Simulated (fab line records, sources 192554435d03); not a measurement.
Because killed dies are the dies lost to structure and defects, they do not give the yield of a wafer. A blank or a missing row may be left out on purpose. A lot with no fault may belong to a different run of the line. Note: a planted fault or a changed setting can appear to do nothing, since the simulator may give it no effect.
fab line records -- flow n5Finfet
[record] lots = 4, wafers = 12, lastDay = 18
route steps=1938 shown BEOL_M0@739 BEOL_M1@751 BEOL_M4@1111 PASSIVATION@1936
lots with no fault: from the same line, run without faults
startH: start of the lot's first displayed wafer, in hours after the record's first day -- waitH: how many hours have passed since the lot's step before this one -- " identical to the entry in the row above -- L1.1+2: a single row standing in for several wafers -- - either no value or no given start -- * or withheld: withheld -- < > ~ a bound
route shown NAME@n: a module of which the file shows steps, and the number in the route of the first -- usual: mean/standard deviation taken from wafers without a fault -- same: alike in all rows -- chamber/n: place in a boat -- sites: each site's reading -- _std_site: the standard deviation of these -- _edge_site: mean of outer sites minus mean of inner sites -- radiusMm: for every site, how far away it sits from the centre of the wafer -- mask NAME#n: copy n -- behind: tool/chamber where the wafer was last shaped -- hold: what put the lot on hold/how long, in hours/how the hold closed -- device: the n, p or np transistor that did not switch -- end of line: the route-end tests of the same wafers -- a step with no rows: only its recipe -- killed: count of dies lost to structure and defects at first sort (not the wafer's yield) -- map: a wafer's dies, marking killed ones x, the rest . and places with no die _
set.NAME: setting as actually run; set.NAME@STEP: the setting as run at that earlier step -- model.NAME: the simulator's own value behind a step, which no gauge read
lots at selected steps of the route; one table per step, one row per wafer
services: a tool's chamber out of use, with start hour (startH, from the record's first day; less than 0 if before it), hours out, and reason
[[steps]]
[step N5_BEOL_M0_ANNEAL_135]
[recipe] tempC = 400, timeS = 60, ambient = vacuum
[step N5_BEOL_M0_SPUTTER_141]
[recipe] material = Cu, targetThkA = 40, tempC = -20, chamberPressurePa = 0.07, powerW = withheld, timeS = 7.37
[step N5_BEOL_M0_ECD_118]
[recipe] material = Cu, targetThkA = 3000
[step N5_BEOL_M0_ANNEAL_119]
[recipe] tempC = 225, timeS = 90, ambient = N2
[step N5_BEOL_M0_CMP_120]
[recipe] stopOn = SiOC, tOverpolishS = 6.9, downForcePsi = 1, platenRpm = 50, clearingPlatenDownForcePsi = 1.5, clearingPlatenRpm = 50, postCmpClean = cuAlkaline, clearingPlatenPadVelocityMS = 0.99484, padVelocityMS = 0.99484
[step N5_BEOL_M0_PRE_CLEAN_131]
[recipe] gas = NH3/H2, timeS = 15, tempC = *, rfPowerW = 300
[step N5_BEOL_M0_CO_CAP_123]
[recipe] material = Co, targetThkA = 20, tempC = 200, precursor = CCTBA/H2, pressureTorr = 30, timeS = 102.1
[step N5_BEOL_M0_PRE_CLEAN_124]
[recipe] gas = NH3, timeS = 15, tempC = withheld, rfPowerW = 300
[step N5_BEOL_M0_DEP_125]
[recipe] material = SiCN, targetThkA = 80, tempC = withheld, precursor = 3MS/NH3, pressureTorr = 3, rfW = 202, timeS = 14
[step N5_BEOL_M1_ILD_DEP_00]
[recipe] material = SiOC, targetThkA = 790, tempC = 350, precursor = DEMS/O2, pressureTorr = 5, rfW = 500, timeS = 15.3
[usual] heaterPowerW = 463/67, showerheadPlenumPTorr = 5.694/0.018, throttleValvePct = 11.7/0.65
lot.wafer,tool,chamber,startH,waitH,heaterPowerW,showerheadPlenumPTorr,throttleValvePct,model.SiOC_of_BEOL_M1_ILD_DEP_00.thkNm
L654.1,pecvd-04,0,189.46,0.0,504,5.705,11.2,78
L654.5,pecvd-04,1,189.46,0.0,542,5.708,12.4,77.8
L654.6,pecvd-04,2,189.46,0.0,462,5.680,11.0,79.6
L662.1,pecvd-04,1,233.13,0.0,609,5.701,12.2,78.8
L662.3,pecvd-04,2,233.13,0.0,429,5.711,11.2,135.6
L662.6,pecvd-04,0,233.13,0.0,495,5.708,11.4,82
L660.1,pecvd-04,1,235.31,0.0,519,5.690,12.3,78
L660.3,pecvd-04,0,235.31,0.0,486,5.716,11.3,137.6
L660.6,pecvd-04,0,235.31,0.0,491,5.708,11.6,80.8
L663.1,pecvd-02,1,242.72,0.0,340,5.673,11.7,78
L663.2,pecvd-02,0,242.72,0.0,409,5.687,12.8,77.2
L663.6,pecvd-02,0,242.72,0.0,412,5.686,12.5,79.4
[step N5_BEOL_M1_THK_MEAS_01]
[recipe] reads = SiOC_of_BEOL_M1_ILD_DEP_00
[usual] M1_ILD_THK = 79.2/1
lot.wafer,tool,chamber,startH,waitH,M1_ILD_THK[nm]
L654.1,filmMetro-02,-,189.52,0.0,78.1
L654.5,filmMetro-02,-,189.52,0.0,77.7
L654.6,filmMetro-02,-,189.52,0.0,79.7
L662.1,filmMetro-02,-,233.20,0.0,78.9
L662.3,filmMetro-02,-,233.20,0.0,135.5
L662.6,filmMetro-02,-,233.20,0.0,82.1
L660.1,filmMetro-01,-,235.40,0.1,78.0
L660.3,filmMetro-01,-,235.40,0.1,137.7
L660.6,filmMetro-01,-,235.40,0.1,80.8
L663.1,filmMetro-02,-,242.79,0.0,78.1
L663.2,filmMetro-02,-,242.79,0.0,77.2
L663.6,filmMetro-02,-,242.79,0.0,79.6
[step N5_BEOL_M1_PECVD_72]
[recipe] material = SiO2, targetThkA = 160, tempC = 400, precursor = TEOS/O2, pressureTorr = 5.5, rfW = 450, teosFlowSccm = 53.8, gas = O2, flowSccm = 3000, timeS = 18
[step N5_BEOL_M1_HM_DEP_02]
[recipe] material = TiN, targetThkA = 200, tempC = 25, chamberPressurePa = 0.49996
[step N5_BEOL_M1_COAT_61]
[recipe] resist = SOC, tempC = 250, timeS = 60, spinRpm = 1500, resistThkNm = 60
[step N5_BEOL_M1_COAT_62]
[recipe] resist = SiARC, tempC = 220, timeS = 60, spinRpm = 1500, resistThkNm = 12
[step N5_BEOL_M1_COAT_73]
[recipe] resist = underlayer, tempC = 205, timeS = 60, spinRpm = 1500, resistThkNm = 5
[step N5_BEOL_M1_COAT_05]
[recipe] resist = CAR-EUV, spinRpm = 1500, resistThkNm = 30
[step N5_BEOL_M1_EBR_07]
[recipe] solvent = PGMEA, ebrWidthMm = 1.5
[step N5_BEOL_M1_SOFTBAKE_06]
[recipe] tempC = 110, timeS = 60, resist = CAR-EUV
[step N5_BEOL_M1_EXPOSE_08]
[recipe] maskId = M1, na = 0.33, sourceShape = dipole, sigmaInner = 0.369, sigmaOuter = 0.767, polarization = unpolarized, doseMj = 33
[step N5_BEOL_M1_PEB_09]
[recipe] pebTempC = 100, pebTimeS = 60, resist = CAR-EUV
[step N5_BEOL_M1_DEVELOP_10]
[recipe] developTimeS = 30, developer = TMAH, resist = CAR-EUV, rinseLiquid = surfactantRinse, dry = airSpin, devTempC = 23
[step N5_BEOL_M1_DESCUM_16]
[recipe] chemistry = O2, timeS = 7, sourcePowerW = 50, biasPowerW = 20, pressureMtorr = 20, rfFrequencyHz = 2.712e+07, tempC = 40, resist = CAR-EUV, o2FlowSccm = 225
[step N5_BEOL_M1_ETCH_74]
[recipe] chemistry = N2/H2, target = underlayer, targetDepthA = 65, maskMaterial = CAR-EUV, timeS = 5.2, ionEnergyEv = 200, pressureMtorr = 30, sourceW = 840, biasW = 150, n2FlowSccm = 200, h2FlowSccm = 200, ends = cleared
[step N5_BEOL_M1_ETCH_63]
[recipe] chemistry = CF4, target = SiARC, targetDepthA = 156, maskMaterial = CAR-EUV, timeS = 26, ionEnergyEv = 80, pressureMtorr = 40, sourceW = 545, biasW = 36, Ar_flow_sccm = 100, cf4FlowSccm = 100, ends = cleared
[step N5_BEOL_M1_ETCH_64]
[recipe] chemistry = N2/H2, target = SOC, targetDepthA = 750, overetchA = 150, maskMaterial = SiARC, tempC = 40, timeS = 112.5, ionEnergyEv = 200, pressureMtorr = 30, sourceW = 840, biasW = 150, n2FlowSccm = 200, h2FlowSccm = 200
[step N5_BEOL_M1_STRIP_65]
[recipe] chemistry = N2/H2, tempC = 40, n2FlowSccm = 200, h2FlowSccm = 200, rfFrequencyHz = 6e+07
[step N5_BEOL_M1_STRIP_75]
[recipe] chemistry = N2/H2, tempC = 40, n2FlowSccm = 200, h2FlowSccm = 200, rfFrequencyHz = 6e+07
[step N5_BEOL_M1_STRIP_66]
[recipe] chemistry = CF4, resist = SiARC, powerW = 300, biasPowerW = 75, pressureMtorr = 50, cf4FlowSccm = 150, rfFrequencyHz = 6e+07
[step N5_BEOL_M1_HM_OPEN_17]
[recipe] chemistry = Cl2/BCl3, targetDepthA = 200, overetchA = 60, target = TiN, maskMaterial = SOC, ionEnergyEv = 150, pressureMtorr = 10, icpW = 1000, biasW = 126, Cl2_flow_sccm = 53.25, bcl3FlowSccm = 21.75, Ar_flow_sccm = 25
[step N5_BEOL_M1_STRIP_19]
[recipe] chemistry = O2, powerW = 400, tempC = 40, pressureMtorr = 30, rfFrequencyHz = 6e+07, biasPowerW = 0, overashFraction = 0.2, o2FlowSccm = 225
[step N5_BEOL_M1_COAT_67]
[recipe] resist = SOC, tempC = 250, timeS = 60, spinRpm = 1500, resistThkNm = 60
[step N5_BEOL_M1_COAT_68]
[recipe] resist = SiARC, tempC = 220, timeS = 60, spinRpm = 1500, resistThkNm = 12
[step N5_BEOL_M1_COAT_76]
[recipe] resist = underlayer, tempC = 205, timeS = 60, spinRpm = 1500, resistThkNm = 5
[step N5_BEOL_M1_COAT_22]
[recipe] resist = CAR-EUV, spinRpm = 1500, resistThkNm = 30
[step N5_BEOL_M1_CMP_52]
[recipe] stopOn = SiOC, tOverpolishS = 6.8, downForcePsi = 1, platenRpm = 50, clearingPlatenDownForcePsi = 1.5, clearingPlatenRpm = 50, postCmpClean = cuAlkaline, targetThkNm = 40, clearingPlatenPadVelocityMS = 0.99484, padVelocityMS = 0.99484
[usual] edgeZonePressureFrac = 1.000/0.005, motorCurrentA = 6.1/0.62, padLifeWafers = 1218/400, platenRpm = 50.00/0.036
lot.wafer,tool,chamber,startH,waitH,edgeZonePressureFrac,motorCurrentA,padLifeWafers,platenRpm,model.Cu_of_BEOL_M1_ECD_50.thkNm,model.SiOC_of_BEOL_M1_ILD_DEP_00.thkNm
L654.1,cmp-03,3,198.01,0.4,1.005,6.0,627,50.01,37.4,77
L654.6,cmp-03,0,198.01,0.4,0.995,5.6,-,49.95,40.4,78.6
L654.5,cmp-03,1,198.01,0.4,1.002,7.3,-,50.07,39.4,76.8
L662.1,cmp-04,2,240.91,0.3,1.001,5.7,1686,49.99,42.8,77.8
L662.3,cmp-04,3,240.91,0.3,1.001,5.6,1687,50.01,97.6,134.6
L662.6,cmp-04,3,240.91,0.3,1.002,5.5,-,49.99,45.6,81
L660.1,cmp-03,1,249.10,0.3,0.998,7.3,1074,50.01,40.4,77
L660.3,cmp-03,0,249.10,0.3,1.003,5.7,1077,50.04,100.8,136.6
L660.6,cmp-03,2,249.10,0.3,0.994,5.2,-,49.99,44.4,79.8
L663.2,cmp-04,1,251.33,0.3,0.993,6.7,1778,50.06,38.6,76.2
L663.1,cmp-04,2,251.33,0.3,0.993,5.8,1779,50.01,40.2,77
L663.6,cmp-04,3,251.33,0.3,1.002,5.8,-,49.99,40.2,78.6
[step N5_BEOL_M4_RC_MEAS_101]
[usual] DIBL_N = 36.0/2, DIBL_P = 36.2/2.2, IOFF_N = 0.16/0.034, IOFF_P = 0.21/0.04, ION_N = 675/12, ION_P = 463/7.2, SS_N = 71.6/0.6, SS_P = 73.3/0.67, VT_N = 250/3, VT_P = -251/3.4
lot.wafer,tool,chamber,startH,waitH,DIBL_N[mV/V],DIBL_P[mV/V],IOFF_N[nA/um],IOFF_P[nA/um],ION_N[uA/um],ION_P[uA/um],SS_N[mV/dec],SS_P[mV/dec],VT_N[mV],VT_P[mV]
L654.1,prober-01,0,242.60,0.0,38.7,37.5,0.16,0.20,668,454,70.9,73.9,253,-252
L654.5,prober-01,0,242.60,0.0,40.5,39.3,0.19,0.24,679,461,71.7,74.9,249,-252
L654.6,prober-01,0,242.60,0.0,41.2,41.1,0.22,0.26,698,466,72.2,74.8,249,-249
L662.1,prober-02,0,275.12,0.0,36.4,37.5,0.16,0.25,663,456,72.0,73.2,252,-248
L662.6,prober-02,0,275.12,0.0,34.4,34.8,0.14,0.22,673,468,71.6,73.2,252,-248
L660.1,prober-02,0,279.72,0.0,32.4,32.5,0.10,0.16,649,453,70.5,71.9,257,-255
L660.6,prober-02,0,279.72,0.0,36.1,35.8,0.14,0.19,668,459,71.6,73.3,253,-252
L663.1,prober-02,0,308.93,0.0,38.3,37.7,0.18,0.22,672,460,71.9,73.9,252,-249
L663.2,prober-02,0,308.93,0.0,36.7,36.8,0.16,0.21,687,472,72.0,73.7,250,-248
L663.6,prober-02,0,308.93,0.0,37.5,37.7,0.17,0.23,670,466,72.0,74.0,253,-251
[step N5_PASSIVATION_PROBE_49]
[usual] defectLimitedYield = 91.5/1.5, killed_at_M0_to_M3 = 33/10, killed_at_M4_up = 15/6.4, killedAtContacts = 12/5.4, killedAtFrontEnd = 38/9.8, killedAtOther = 4/3.1, killedDies = 101/18, killedOnRim = 13/3.9, killedOpen = 67/14, killedShort = 33/7.9, sort_bin_5_function = 5.0/1, sort_bin_6_memory = 3.2/0.67, sortNPass = 1079/18, sortYieldPct = 91.5/1.5
[same] grossDies = 1180, killedAtBackSide = 0, sort_bin_4_leakage[%] = 0, sort_bin_8_speed[%] = 0
lot.wafer,tool,chamber,startH,waitH,defectLimitedYield[%],killed_at_M0_to_M3,killed_at_M4_up,killedAtContacts,killedAtFrontEnd,killedAtOther,killedDies,killedOnRim,killedOpen,killedShort,sort_bin_5_function[%],sort_bin_6_memory[%],sortNPass,sortYieldPct[%]
L654.1,prober-02,-,376.83,0.0,90.6,35,14,11,46,5,111,16,75,33,5.4,3.5,1069,90.6
L662.3,prober-01,-,401.16,0.1,0,1101,19,4,52,4,1180,152,70,40,95.6,4.1,0,0
L660.3,prober-02,-,404.55,0.1,0,1106,14,12,35,13,1180,152,59,35,96.4,3.2,0,0
// killed by level:class
L654.1 STI_FIN_REVEAL:geometricParticle:open=16 BEOL_M0_SAQP:geometricParticle:short=12 FIN_SAQP:geometricParticle:open=10 MOL_CONTACT_COAG:geometricParticle:open=10 BEOL_M0_SAQP:geometricParticle:open=7 BEOL_M2:geometricParticle:open=6 STARTING-WAFER:geometricParticle:short=5 DUMMY_GATE:geometricParticle:open=4
L662.3 BEOL_M1:areaEtch=1069 FIN_SAQP:geometricParticle:short=14 FIN_SAQP:geometricParticle:open=9 DUMMY_GATE:geometricParticle:open=9 BEOL_M0_SAQP:geometricParticle:open=9 BEOL_M0_SAQP:geometricParticle:short=9 BEOL_M4:geometricParticle:open=9 GATE_CUT:geometricParticle:open=7
L660.3 BEOL_M1:areaEtch=1085 MOL_CONTACT_COAG:geometricParticle:open=12 BEOL_M1:geometricParticle:open=9 STI_FIN_REVEAL:geometricParticle:open=7 GATE_CUT:geometricParticle:short=7 BEOL_M0_SAQP:geometricParticle:short=5 BEOL_M4:geometricParticle:open=5 BEOL_M7:geometricParticle:open=4
// map L660.3 (x killed, . not)
_________________xxxxxxxxxxxx________________
______________xxxxxxxxxxxxxxxxxx_____________
___________xxxxxxxxxxxxxxxxxxxxxxxx__________
__________xxxxxxxxxxxxxxxxxxxxxxxxxx_________
________xxxxxxxxxxxxxxxxxxxxxxxxxxxxxx_______
_______xxxxxxxxxxxxxxxxxxxxxxxxxxxxxxxx______
______xxxxxxxxxxxxxxxxxxxxxxxxxxxxxxxxxx_____
_____xxxxxxxxxxxxxxxxxxxxxxxxxxxxxxxxxxxx____
____xxxxxxxxxxxxxxxxxxxxxxxxxxxxxxxxxxxxxx___
___xxxxxxxxxxxxxxxxxxxxxxxxxxxxxxxxxxxxxxxx__
___xxxxxxxxxxxxxxxxxxxxxxxxxxxxxxxxxxxxxxxx__
__xxxxxxxxxxxxxxxxxxxxxxxxxxxxxxxxxxxxxxxxxx_
__xxxxxxxxxxxxxxxxxxxxxxxxxxxxxxxxxxxxxxxxxx_
_xxxxxxxxxxxxxxxxxxxxxxxxxxxxxxxxxxxxxxxxxxxx
_xxxxxxxxxxxxxxxxxxxxxxxxxxxxxxxxxxxxxxxxxxxx
_xxxxxxxxxxxxxxxxxxxxxxxxxxxxxxxxxxxxxxxxxxxx
_xxxxxxxxxxxxxxxxxxxxxxxxxxxxxxxxxxxxxxxxxxxx
_xxxxxxxxxxxxxxxxxxxxxxxxxxxxxxxxxxxxxxxxxxxx
_xxxxxxxxxxxxxxxxxxxxxxxxxxxxxxxxxxxxxxxxxxxx
_xxxxxxxxxxxxxxxxxxxxxxxxxxxxxxxxxxxxxxxxxxxx
_xxxxxxxxxxxxxxxxxxxxxxxxxxxxxxxxxxxxxxxxxxxx
__xxxxxxxxxxxxxxxxxxxxxxxxxxxxxxxxxxxxxxxxxx_
__xxxxxxxxxxxxxxxxxxxxxxxxxxxxxxxxxxxxxxxxxx_
___xxxxxxxxxxxxxxxxxxxxxxxxxxxxxxxxxxxxxxxx__
___xxxxxxxxxxxxxxxxxxxxxxxxxxxxxxxxxxxxxxxx__
____xxxxxxxxxxxxxxxxxxxxxxxxxxxxxxxxxxxxxx___
_____xxxxxxxxxxxxxxxxxxxxxxxxxxxxxxxxxxxx____
______xxxxxxxxxxxxxxxxxxxxxxxxxxxxxxxxxx_____
_______xxxxxxxxxxxxxxxxxxxxxxxxxxxxxxxx______
________xxxxxxxxxxxxxxxxxxxxxxxxxxxxxx_______
__________xxxxxxxxxxxxxxxxxxxxxxxxxx_________
___________xxxxxxxxxxxxxxxxxxxxxxxx__________
______________xxxxxxxxxxxxxxxxxx_____________
_________________xxxxxxxxxxxx________________
// map L662.3 (x killed, . not)
_________________xxxxxxxxxxxx________________
______________xxxxxxxxxxxxxxxxxx_____________
___________xxxxxxxxxxxxxxxxxxxxxxxx__________
__________xxxxxxxxxxxxxxxxxxxxxxxxxx_________
________xxxxxxxxxxxxxxxxxxxxxxxxxxxxxx_______
_______xxxxxxxxxxxxxxxxxxxxxxxxxxxxxxxx______
______xxxxxxxxxxxxxxxxxxxxxxxxxxxxxxxxxx_____
_____xxxxxxxxxxxxxxxxxxxxxxxxxxxxxxxxxxxx____
____xxxxxxxxxxxxxxxxxxxxxxxxxxxxxxxxxxxxxx___
___xxxxxxxxxxxxxxxxxxxxxxxxxxxxxxxxxxxxxxxx__
___xxxxxxxxxxxxxxxxxxxxxxxxxxxxxxxxxxxxxxxx__
__xxxxxxxxxxxxxxxxxxxxxxxxxxxxxxxxxxxxxxxxxx_
__xxxxxxxxxxxxxxxxxxxxxxxxxxxxxxxxxxxxxxxxxx_
_xxxxxxxxxxxxxxxxxxxxxxxxxxxxxxxxxxxxxxxxxxxx
_xxxxxxxxxxxxxxxxxxxxxxxxxxxxxxxxxxxxxxxxxxxx
_xxxxxxxxxxxxxxxxxxxxxxxxxxxxxxxxxxxxxxxxxxxx
_xxxxxxxxxxxxxxxxxxxxxxxxxxxxxxxxxxxxxxxxxxxx
_xxxxxxxxxxxxxxxxxxxxxxxxxxxxxxxxxxxxxxxxxxxx
_xxxxxxxxxxxxxxxxxxxxxxxxxxxxxxxxxxxxxxxxxxxx
_xxxxxxxxxxxxxxxxxxxxxxxxxxxxxxxxxxxxxxxxxxxx
_xxxxxxxxxxxxxxxxxxxxxxxxxxxxxxxxxxxxxxxxxxxx
__xxxxxxxxxxxxxxxxxxxxxxxxxxxxxxxxxxxxxxxxxx_
__xxxxxxxxxxxxxxxxxxxxxxxxxxxxxxxxxxxxxxxxxx_
___xxxxxxxxxxxxxxxxxxxxxxxxxxxxxxxxxxxxxxxx__
___xxxxxxxxxxxxxxxxxxxxxxxxxxxxxxxxxxxxxxxx__
____xxxxxxxxxxxxxxxxxxxxxxxxxxxxxxxxxxxxxx___
_____xxxxxxxxxxxxxxxxxxxxxxxxxxxxxxxxxxxx____
______xxxxxxxxxxxxxxxxxxxxxxxxxxxxxxxxxx_____
_______xxxxxxxxxxxxxxxxxxxxxxxxxxxxxxxx______
________xxxxxxxxxxxxxxxxxxxxxxxxxxxxxx_______
__________xxxxxxxxxxxxxxxxxxxxxxxxxx_________
___________xxxxxxxxxxxxxxxxxxxxxxxx__________
______________xxxxxxxxxxxxxxxxxx_____________
_________________xxxxxxxxxxxx________________
[[services]]
tool,chamber,startH,hours,kind
cmp-04,-,174.90,6.6,pm
pecvd-02,-,177.29,1.3,repair
pecvd-04,2,179.89,4.6,scheduledDown
pecvd-02,0,199.26,5.5,scheduledDown
cmp-03,-,201.61,1.2,repair
cmp-03,-,206.51,0.8,repair
pecvd-04,2,233.81,14.8,repair
pecvd-04,-,237.05,0.8,repair
cmp-03,-,240.67,1.8,repair
[[key]]
[firstSign] step = N5_BEOL_M1_THK_MEAS_01, reading = M1_ILD_THK, direction = up, sigmas = 58, usual = 79.2, struck = 136.6
[effect] step = N5_PASSIVATION_PROBE_49, reading = killed_at_M0_to_M3, direction = up, sigmas = 99+, usual = 33, struck = 1104
[modelEffect] step = N5_BEOL_M1_ILD_DEP_00, value = SiOC_of_BEOL_M1_ILD_DEP_00.thkNm, without = 80.8, struck = 136.6
[modelEffect] step = N5_BEOL_M1_CMP_52, value = Cu_of_BEOL_M1_ECD_50.thkNm, without = 43.3, struck = 99.2
[moreKillsBornAt] N5_BEOL_M1_ETCH_41@rieDiel-05 = 1085, N5_BEOL_M1_ETCH_41@rieDiel-03 = 1069
metAt N5_BEOL_M1_ILD_DEP_00
struckWafers L660.3,L662.3
laterRowsLeftOut L660.3,L662.3
onsetBetween 189.46 233.13
[fault] kind = processParameterDrift, tool = pecvd-04, chamber = -, onsetH = 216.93, steps = N5_BEOL_M1_ILD_DEP_00, channel = timeS, offset = *, shape = step, endH = 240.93, scope = struckWafersOnly, actsIn = *, stated = *
// laterRowsLeftOut: the simulator's readings of these wafers behind a module that went badly wrong aren't trusted and aren't shown, but for the sort
